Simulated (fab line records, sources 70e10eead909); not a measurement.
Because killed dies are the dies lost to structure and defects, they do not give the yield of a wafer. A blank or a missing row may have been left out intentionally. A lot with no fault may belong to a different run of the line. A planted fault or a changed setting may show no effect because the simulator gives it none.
Chamber matching	flow nandHarc	NHARC_P_ZERO_WELL_DESCUM_26 on rieDiel-08: 4 sister chambers
The step chemistry O2, time 3 s. 8 wafers are shown with their chamber, then 8 later ones without.

EACH WAFER AND ITS CHAMBER
wafer	chamber	showerheadPlenumPTorr (Torr)	drypumpMotorCurrentA (A)
L623.2	3	1.91	5.9
L624.3	3	1.90	5.8
L626.1	2	1.90	5.9
L626.2	0	1.82	5.3
L628.1	1	1.96	5.8
L628.3	0	1.82	5.3
L628.6	1	1.96	5.8
L631.1	2	1.90	5.9

WAFERS WHOSE CHAMBER IS MISSING
wafer	showerheadPlenumPTorr (Torr)	drypumpMotorCurrentA (A)
L631.4	1.95	5.8
L631.6	1.95	5.8
L636.1	1.89	5.9
L636.5	1.95	5.8
L636.6	1.89	5.9
L642.1	1.81	5.3
L642.2	1.89	5.9
L642.4	1.94	5.8

WHICH CHAMBER EACH WENT THROUGH
wafer	from the rows above	in truth
L631.4	1	1
L631.6	1	1
L636.1	can't be placed: 2 or 3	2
L636.5	1	1
L636.6	can't be placed: 2 or 3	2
L642.1	0	0
L642.2	can't be placed: 2 or 3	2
L642.4	1	1
Correct placement for 5 of the 8. These rows do not allow placing 3 (true chamber among the candidates in 3). Placed wrongly: 0.
How it was worked out, from the rows above alone: a wafer's distance from a chamber is the root of the sum, over the readings, of the square of ((its reading less the chamber's mean) divided by the reading's scatter). If the next closest chamber is less than 2 further off than the closest, the wafer can't be placed; otherwise it belongs to the closest. Each chamber's mean is taken over the wafers shown for it. The scatter: the root of (the sum of the squares of (reading less its chamber's mean) over the shown wafers, divided by (wafers less chambers)).
